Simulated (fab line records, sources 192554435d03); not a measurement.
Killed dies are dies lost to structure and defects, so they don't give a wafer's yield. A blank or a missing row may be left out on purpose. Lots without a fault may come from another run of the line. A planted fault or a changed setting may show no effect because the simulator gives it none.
fab line records | flow n5_finfet
record lots=4 wafers=12 last_day=17
route steps=1938 shown MOL_CONTACT_COAG@576 BEOL_M4@1111 PASSIVATION@1936
lots that met no fault: from a run of the same line without faults
start_h: hours from the record's first day to the start of the lot's first wafer shown | wait_h: hours since the lot's step before | " the same as in the row above | L1.1+2: a row that stands for several wafers | - no value, or no start given | * or withheld: withheld | < > ~ a bound
route shown NAME@n: a module of which the file shows steps, and the number in the route of the first | usual: mean/standard deviation of fault-free wafers | same: alike in all rows | chamber/n: place in a boat | sites: the reading at each site | _std_site: their standard deviation | _edge_site: outer sites' mean less inner sites' | radius_mm: how far each site lies from the wafer's centre | mask NAME#n: copy n | behind: the tool/chamber that last shaped the wafer | hold: why the lot was held/for how many hours/how that ended | device: the transistor (n, p or np) that didn't switch | end of line: the same wafers' tests at the end of the route | a step without rows: its recipe alone | killed: dies lost to structure and defects at the first sort, not the wafer's yield | map: a wafer's dies, x killed, . not, _ none there
set.NAME: the setting as run; set.NAME@STEP: as run at that earlier step | model.NAME: the simulator's own value behind a step, which no gauge read
lots at some steps of the route; a table a step, a row a wafer
services: from which hour (start_h, from the record's first day; less than 0 if before it) a tool's chamber was out of use, for how many hours, and why
## steps
# step N5_MOL_CONTACT_COAG_DESCUM_88
# recipe chemistry=O2 time_s=7 source_power_w=50 bias_power_w=20 pressure_mtorr=20 rf_frequency_hz=2.712e+07 temp_c=40 resist=CAR-EUV o2_flow_sccm=225
# step N5_MOL_CONTACT_COAG_ETCH_89
# recipe chemistry=N2/H2 target=underlayer target_depth_a=130 mask_material=CAR-EUV time_s=10.4 ion_energy_ev=200 pressure_mtorr=30 source_w=840 bias_w=150 n2_flow_sccm=200 h2_flow_sccm=200 ends=cleared
# step N5_MOL_CONTACT_COAG_ETCH_90
# recipe chemistry=CF4 target=SiARC target_depth_a=130 mask_material=CAR-EUV time_s=21.7 ion_energy_ev=80 pressure_mtorr=40 source_w=545 bias_w=36 Ar_flow_sccm=100 cf4_flow_sccm=100 ends=cleared
# step N5_MOL_CONTACT_COAG_ALD_131
# recipe material=SiO2 target_thk_a=50 temp_c=100 ald_precursor_family=BDEAS ald_co_reactant=O2-plasma pulse_time_s=1 co_reactant_pulse_time_s=1 purge_time_s=2 co_reactant_purge_time_s=2 ald_cycles=35 pressure_torr=2
# step N5_MOL_CONTACT_COAG_ETCHBACK_132
# recipe chemistry=CHF3 target=SiO2 target_depth_a=100 time_s=6.7 ion_energy_ev=200 pressure_mtorr=30 source_w=610 bias_w=170 Ar_flow_sccm=200 CHF3_flow_sccm=50
# step N5_MOL_CONTACT_COAG_ETCH_91
# recipe chemistry=N2/H2 target=SOC target_depth_a=600 overetch_a=210 mask_material=SiARC temp_c=40 time_s=101.2 ion_energy_ev=200 pressure_mtorr=30 source_w=840 bias_w=150 n2_flow_sccm=200 h2_flow_sccm=200
# step N5_MOL_CONTACT_COAG_STRIP_92
# recipe chemistry=N2/H2 temp_c=40 n2_flow_sccm=200 h2_flow_sccm=200 rf_frequency_hz=6e+07
# step N5_MOL_CONTACT_COAG_STRIP_93
# recipe chemistry=N2/H2 temp_c=40 n2_flow_sccm=200 h2_flow_sccm=200 rf_frequency_hz=6e+07
# step N5_MOL_CONTACT_COAG_ETCHBACK_135
# recipe chemistry=CHF3 target=SiO2 target_depth_a=250 time_s=16.7 ion_energy_ev=200 pressure_mtorr=30 source_w=610 bias_w=170 Ar_flow_sccm=200 CHF3_flow_sccm=50
# step N5_MOL_CONTACT_COAG_STRIP_118
# recipe chemistry=CHF3 resist=SiARC rf_frequency_hz=6e+07
# step N5_MOL_CONTACT_COAG_VIA_ETCH_46
# recipe chemistry=C4F6/O2 target_depth_a=460 overetch_a=92 mask_material=SOC target=SiO2 bias_w=455 pressure_mtorr=10 time_s=40 source_w=325 Ar_flow_sccm=300 C4F6_flow_sccm=10 O2_flow_sccm=10 ion_energy_ev=575.3 ends=end_point
# usual drypump_motor_current_A=5.7/0.49 oes_product_au=0.73/0.056 rf_vpp_V=1588/29 showerhead_plenum_p_Torr=2.82/0.078 throttle_valve_pct=41.0/0.3
# columns lot.wafer tool chamber start_h wait_h drypump_motor_current_A oes_product_au rf_hours_counter_h rf_vpp_V showerhead_plenum_p_Torr throttle_valve_pct
L372.1 rie_diel-02 2 148.60 0.0 5.7 0.79 37 1526 2.79 41.4
L372.2 " 0 " " 5.2 0.64 184 1590 2.84 40.9
L372.3 " 1 " " 6.1 0.68 131 1568 2.74 40.8
L378.2 rie_diel-02 3 184.64 0.0 5.9 0.67 138 1622 2.97 40.7
L378.4 " 1 " " 6.1 0.68 143 1567 2.73 40.9
L378.5 " 1 " " 6.2 0.68 - 1569 2.73 40.8
L381.1 rie_diel-02 1 202.56 0.0 6.2 0.66 150 1567 2.73 40.9
L381.3 " 2 " " 5.7 0.75 56 1524 2.78 41.4
L381.6 " 2 " " 5.7 0.75 - 1524 2.78 41.4
L383.1 rie_diel-01 3 213.67 0.0 6.2 0.69 127 1622 2.75 41.0
L383.3 " 0 " " 6.3 0.72 78 1540 2.76 40.6
L383.6 " 1 " " 5.0 0.83 - 1599 3.02 40.9
# step N5_MOL_CONTACT_COAG_STRIP_96
# recipe chemistry=N2/H2 power_w=500 temp_c=40 pressure_mtorr=50 rf_frequency_hz=6e+07 overash_fraction=0.3 bias_power_w=28 h2_frac=0.5 n2_flow_sccm=300 h2_flow_sccm=300
# step N5_MOL_CONTACT_COAG_ETCH_47
# recipe chemistry=CH3F/O2 target=SiNx target_depth_a=270 mask_material=SiO2 stop_on=W over_etch_frac=0.2 ion_energy_ev=120 endpoint=OES-CN pressure_mtorr=30 source_w=395 bias_w=73 Ar_flow_sccm=150 CH3F_flow_sccm=30 O2_flow_sccm=20 ends=end_point
# step N5_MOL_CONTACT_COAG_STRIP_119
# recipe chemistry=N2/H2 time_s=30 power_w=1000 temp_c=250 pressure_mtorr=withheld n2_flow_sccm=1750 h2_flow_sccm=3250
# step N5_MOL_CONTACT_COAG_PRECLEAN_144
# recipe chemistry=alkaline_clean temp_c=60 time_s=60 do_ppb=50
# step N5_MOL_CONTACT_COAG_SRD_145
# recipe dry=ipa_marangoni time_s=30 temp_c=23 rinse_liquid=diw
# step N5_MOL_CONTACT_COAG_COAT_62
# recipe resist=SOC temp_c=250 time_s=60 spin_rpm=1500 resist_thk_nm=60
# step N5_MOL_CONTACT_COAG_COAT_63
# recipe resist=SiARC temp_c=220 time_s=60 spin_rpm=1500 resist_thk_nm=10
# step N5_MOL_CONTACT_COAG_COAT_64
# recipe resist=underlayer temp_c=205 time_s=60 spin_rpm=1500 resist_thk_nm=10
# step N5_MOL_CONTACT_COAG_COAT_34
# recipe resist=CAR-EUV spin_rpm=1500 resist_thk_nm=40
# step N5_MOL_CONTACT_COAG_EBR_36
# recipe solvent=PGMEA ebr_width_mm=1.5
# step N5_MOL_CONTACT_COAG_SOFTBAKE_35
# recipe temp_c=110 time_s=60 resist=CAR-EUV
# step N5_MOL_CONTACT_COAG_EXPOSE_37
# recipe mask_id=VD na=0.33 source_shape=annular sigma_inner=0.3 sigma_outer=0.7 polarization=unpolarized defocus_nm=0 dose_mj=62
# step N5_MOL_CONTACT_COAG_PEB_38
# recipe peb_temp_c=100 peb_time_s=60 resist=CAR-EUV
# step N5_MOL_CONTACT_COAG_DEVELOP_39
# recipe develop_time_s=30 developer=TMAH resist=CAR-EUV rinse_liquid=surfactant_rinse dry=air_spin dev_temp_c=23
# step N5_MOL_CONTACT_COAG_INSPECT_42
# recipe mode=adi inspect_instrument=brightfield
# usual raw_defect_count=207/56
# columns lot.wafer tool chamber start_h wait_h raw_defect_count
L372.1 defect_inspect-01 - 149.34 0.1 226
L372.2 " - " " 172
L372.3 " - " " 204
L378.2 defect_inspect-01 - 185.50 0.0 606
L378.4 " - " " 624
L378.5 " - " " 595
L381.1 defect_inspect-02 - 203.45 0.1 642
L381.3 " - " " 619
L381.6 " - " " 604
L383.1 defect_inspect-02 - 214.54 0.1 152
L383.3 " - " " 175
L383.6 " - " " 225
# step N5_MOL_CONTACT_COAG_DESCUM_45
# recipe chemistry=O2 time_s=7 source_power_w=50 bias_power_w=20 pressure_mtorr=20 rf_frequency_hz=2.712e+07 temp_c=40 resist=CAR-EUV o2_flow_sccm=225
# step N5_BEOL_M4_RC_MEAS_101
# usual DIBL_N=36.0/2 DIBL_P=36.2/2.2 IOFF_N=0.16/0.034 IOFF_P=0.21/0.04 ION_N=675/12 ION_P=463/7.2 SS_N=71.6/0.6 SS_P=73.3/0.67 VT_N=250/3 VT_P=-251/3.4
# columns lot.wafer tool chamber start_h wait_h DIBL_N[mV/V] DIBL_P[mV/V] IOFF_N[nA/um] IOFF_P[nA/um] ION_N[uA/um] ION_P[uA/um] SS_N[mV/dec] SS_P[mV/dec] VT_N[mV] VT_P[mV]
L372.1 prober-01 0 221.27 0.0 37.1 36.3 0.14 0.18 660 451 72.1 73.7 254 -255
L372.2 " 0 " " 36.6 35.3 0.14 0.17 671 460 72.0 73.0 253 -256
L372.3 " 0 " " 36.9 36.5 0.15 0.19 681 465 71.2 73.5 250 -254
L378.2 prober-02 0 269.01 0.2 33.2 33.3 0.11 0.18 672 471 71.9 72.3 255 -252
L378.4 " 0 " " 33.6 34.0 0.11 0.18 659 464 70.6 72.9 254 -250
L378.5 " 0 " " 34.7 34.8 0.13 0.19 663 464 71.6 73.6 253 -254
L383.1 prober-02 0 275.12 0.0 36.4 37.5 0.16 0.25 663 456 72.0 73.2 252 -248
L383.3 " 0 " " 34.7 35.6 0.16 0.24 686 474 70.8 73.3 248 -246
L383.6 " 0 " " 34.4 34.8 0.14 0.22 673 468 71.6 73.2 252 -248
L381.1 prober-02 0 279.72 0.0 32.4 32.5 0.10 0.16 649 453 70.5 71.9 257 -255
L381.3 " 0 " " 36.2 36.1 0.16 0.20 675 463 71.2 72.9 252 -252
L381.6 " 0 " " 36.1 35.8 0.14 0.19 668 459 71.6 73.3 253 -252
# step N5_PASSIVATION_PROBE_49
# usual defect_limited_yield=91.5/1.5 killed_at_M0_to_M3=33/10 killed_at_M4_up=15/6.4 killed_at_contacts=12/5.4 killed_at_front_end=38/9.8 killed_at_other=4/3.1 killed_dies=101/18 killed_on_rim=13/3.9 killed_open=67/14 killed_short=33/7.9 sort_bin_5_function=5.0/1 sort_bin_6_memory=3.2/0.67 sort_n_pass=1079/18 sort_yield_pct=91.5/1.5
# same gross_dies=1180 killed_at_back_side=0 sort_bin_4_leakage[%]=0 sort_bin_8_speed[%]=0
# columns lot.wafer tool chamber start_h wait_h defect_limited_yield[%] killed_at_M0_to_M3 killed_at_M4_up killed_at_contacts killed_at_front_end killed_at_other killed_dies killed_on_rim killed_open killed_short sort_bin_5_function[%] sort_bin_6_memory[%] sort_n_pass sort_yield_pct[%]
L372.1 prober-02 - 348.89 0.0 90.1 45 16 8 46 2 117 14 62 53 5.7 3.9 1063 90.1
L372.2 prober-02 - 348.94 0.1 92.8 43 6 7 29 0 85 13 47 38 4.0 2.9 1095 92.8
L372.3 prober-02 - 348.99 0.1 91.9 30 11 20 33 2 96 11 64 32 4.1 3.6 1084 91.9
L378.2 prober-02 - 389.02 0.1 82.2 27 14 130 35 4 210 29 56 35 10.8 4.7 970 82.2
L378.4 prober-02 - 389.12 0.2 83.6 44 19 102 28 1 194 29 68 28 11.2 3.3 986 83.6
L378.5 prober-02 - 389.17 0.2 79.6 51 29 115 45 1 241 34 89 43 13.9 4.8 939 79.6
L381.1 prober-02 - 404.45 0.0 83.6 43 7 103 38 3 194 31 65 32 10.7 4.0 986 83.6
L381.3 prober-02 - 404.55 0.1 82.4 19 13 129 35 12 208 10 53 32 10.7 4.7 972 82.4
L381.6 prober-02 - 404.70 0.3 82.6 29 15 123 34 4 205 16 60 29 11.5 3.6 975 82.6
# killed by level:class
L372.1 BEOL_M0_SAQP:geometric_particle:open=15 FIN_SAQP:geometric_particle:short=14 BEOL_M0_SAQP:geometric_particle:short=14 FIN_SAQP:geometric_particle:open=11 BEOL_M4:geometric_particle:open=7 BEOL_M2:geometric_particle:open=6 MOL_CONTACT_COAG:geometric_particle:short=5 STI_FIN_REVEAL:geometric_particle:open=3
L372.2 BEOL_M0_SAQP:geometric_particle:open=15 FIN_SAQP:geometric_particle:short=12 BEOL_M0_SAQP:geometric_particle:short=11 GATE_CUT:geometric_particle:short=6 BEOL_M3:geometric_particle:open=6 BEOL_M2:geometric_particle:open=6 MOL_CONTACT_COAG:geometric_particle:open=5 STI_FIN_REVEAL:geometric_particle:open=4
L372.3 MOL_CONTACT_COAG:geometric_particle:open=15 FIN_SAQP:geometric_particle:open=11 BEOL_M2:geometric_particle:open=8 BEOL_M0_SAQP:geometric_particle:short=7 STARTING-WAFER:geometric_particle:short=6 MOL_CONTACT_COAG:geometric_particle:short=5 BEOL_M3:geometric_particle:open=5 FIN_SAQP:geometric_particle:short=4
L378.2 MOL_CONTACT_COAG:unspecified=118 MOL_CONTACT_COAG:geometric_particle:open=9 BEOL_M0_SAQP:geometric_particle:open=9 BEOL_M4:geometric_particle:open=8 STI_FIN_REVEAL:geometric_particle:open=7 BEOL_M3:geometric_particle:open=6 GATE_CUT:geometric_particle:short=5 BEOL_M4:geometric_particle:short=5
L378.4 MOL_CONTACT_COAG:unspecified=98 BEOL_M2:geometric_particle:open=12 BEOL_M4:geometric_particle:open=12 BEOL_M0_SAQP:geometric_particle:short=9 BEOL_M3:geometric_particle:open=7 BEOL_M0_SAQP:geometric_particle:open=7 FIN_SAQP:geometric_particle:short=6 FIN_SAQP:geometric_particle:open=5
L378.5 MOL_CONTACT_COAG:unspecified=108 FIN_SAQP:geometric_particle:open=13 BEOL_M4:geometric_particle:open=13 FIN_SAQP:geometric_particle:short=12 BEOL_M2:geometric_particle:open=12 BEOL_M3:geometric_particle:open=12 MOL_CONTACT_COAG:geometric_particle:open=7 BEOL_M0_SAQP:geometric_particle:short=7
L381.1 MOL_CONTACT_COAG:unspecified=96 STI_FIN_REVEAL:geometric_particle:open=8 BEOL_M0_SAQP:geometric_particle:open=8 MOL_CONTACT_COAG:geometric_particle:open=7 BEOL_M2:geometric_particle:open=7 FIN_SAQP:geometric_particle:open=6 BEOL_M1:geometric_particle:short=6 STARTING-WAFER:geometric_particle:open=6
L381.3 MOL_CONTACT_COAG:unspecified=120 MOL_CONTACT_COAG:geometric_particle:open=9 BEOL_M1:geometric_particle:open=8 STI_FIN_REVEAL:geometric_particle:open=7 GATE_CUT:geometric_particle:short=6 BEOL_M0_SAQP:geometric_particle:short=5 BEOL_M4:geometric_particle:open=5 BEOL_M7:geometric_particle:open=4
L381.6 MOL_CONTACT_COAG:unspecified=115 BEOL_M1:geometric_particle:open=9 FIN_SAQP:geometric_particle:open=7 FIN_SAQP:geometric_particle:short=6 MOL_CONTACT_COAG:geometric_particle:open=6 BEOL_M4:geometric_particle:open=5 STI_FIN_REVEAL:geometric_particle:open=4 GATE_CUT:geometric_particle:open=4
# map L378.5 (x killed, . not)
_________________............________________
______________.x.x..x..........._____________
___________xx.x.............x.xxx..__________
__________xxxxxx...x..x............._________
________xxxxxxxxxx..........x...x....._______
_______xxxxxxxxxxxx.............x...xx.______
______xxxxxxxxxxxxx.......x............._____
_____xxxxxxxxxxxxxxx............x......x.____
____..xxxxxxxxxxxxxxx........x....xxx...x.___
___...xxxxxxxxxxxxxx.....x......x.x........__
___...xxxxxxxxx........x........x..........__
__.....xxx.x.xx..x.xx...x..................._
__..........x..xx....................x......_
_............x..........x...xx...........x...
_.....xx.x................x............x.....
_.............x...........xx.x..........x...x
_x.......x.....................x..........x..
_x......x............x.......................
_.......x...............xx............x...x..
_.........x.....x...x.........x.x.x.......x..
_.x.xx............xx...x...........x..x.x....
__.....xx..x.........x...................x.._
__...............x....x...............x....._
___............x.....x...............x..x.x__
___.........x...........x.......x..........__
____..x..x.x.x.x....xx.xxx....x...x.......___
_____.xx......x.x.........x..........x...____
______..x.x............xx....x.......x.._____
_______........x..................xx..x______
________......xx.....................x_______
__________.......x..............x..x_________
___________..x.......xx....x...x...__________
______________........x....x...._____________
_________________.....x.x....________________
# map L381.3 (x killed, . not)
_________________.....x......________________
______________.................._____________
___________x....x.xx....x.....x....__________
__________.....................x...._________
________.....x..............x.x.....x._______
_______...x......x......x..............______
______...............x.................._____
_____.....................x.....xx.......____
____...x..................x........x.x....___
___........................x.....x.........__
___..........................x...xx.....x..__
__.........................................._
__...........x............x...x............x_
_.x........x.................x......x........
_.......................x....................
_.....x..............x.........x.............
_..............x...........x..x.....x........
_....x............x...x.x....................
_..x..........x.......xxxxx................x.
_.......x.............x..xxx.x...............
_......x.x.....x.x....xxx.xx.x..x...x........
__......x.....x..xx.xxxxxxxxxxxx..x.....x..._
__..................xxxxxxxxxxxx............_
___.........x.......xxxxxxxxxxxxx..........__
___................xxxxxxxxxxxxxxx.........__
____..............xxxxxxxxxxxxxx....xx....___
_____...xx.........x.xxxxxxxxxxxx........____
______.............xxx.xxxxxxxxx........_____
_______............x.xxx.xxxxxx..x.....______
________.......x....x...x.x....x......_______
__________x.x.......x..xxx....x....._________
___________.x....x..........x.x..x.__________
______________x...x.........x..._____________
_________________............________________
## services
# columns tool chamber start_h hours kind
rie_diel-02 0 128.23 12.0 repair
rie_diel-01 1 162.05 - clean
rie_diel-01 1 162.05 - consumable_replace:focus_ring
rie_diel-01 1 162.05 - consumable_replace:showerhead
rie_diel-01 1 162.05 22.6 scheduled_down
rie_diel-01 1 162.05 22.6 vent_cycle
rie_diel-01 - 196.61 0.9 repair
## key
first_sign step=N5_MOL_CONTACT_COAG_INSPECT_42 reading=raw_defect_count direction=up sigmas=7.2 usual=207 struck=615
effect step=N5_PASSIVATION_PROBE_49 reading=killed_at_contacts direction=up sigmas=20 usual=12 struck=117
more_kills_born_at N5_MOL_CONTACT_COAG_VIA_ETCH_46@rie_diel-02=655
met_at N5_MOL_CONTACT_COAG_VIA_ETCH_46
struck_wafers L378.2,L378.4,L378.5,L381.1,L381.3,L381.6
onset_between 148.60 184.64
fault kind=chamber_particle_source tool=rie_diel-02 chamber=- onset_h=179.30 steps=N5_MOL_CONTACT_COAG_VIA_ETCH_46 rate_per_visit_cm2=0.70375 end_h=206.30
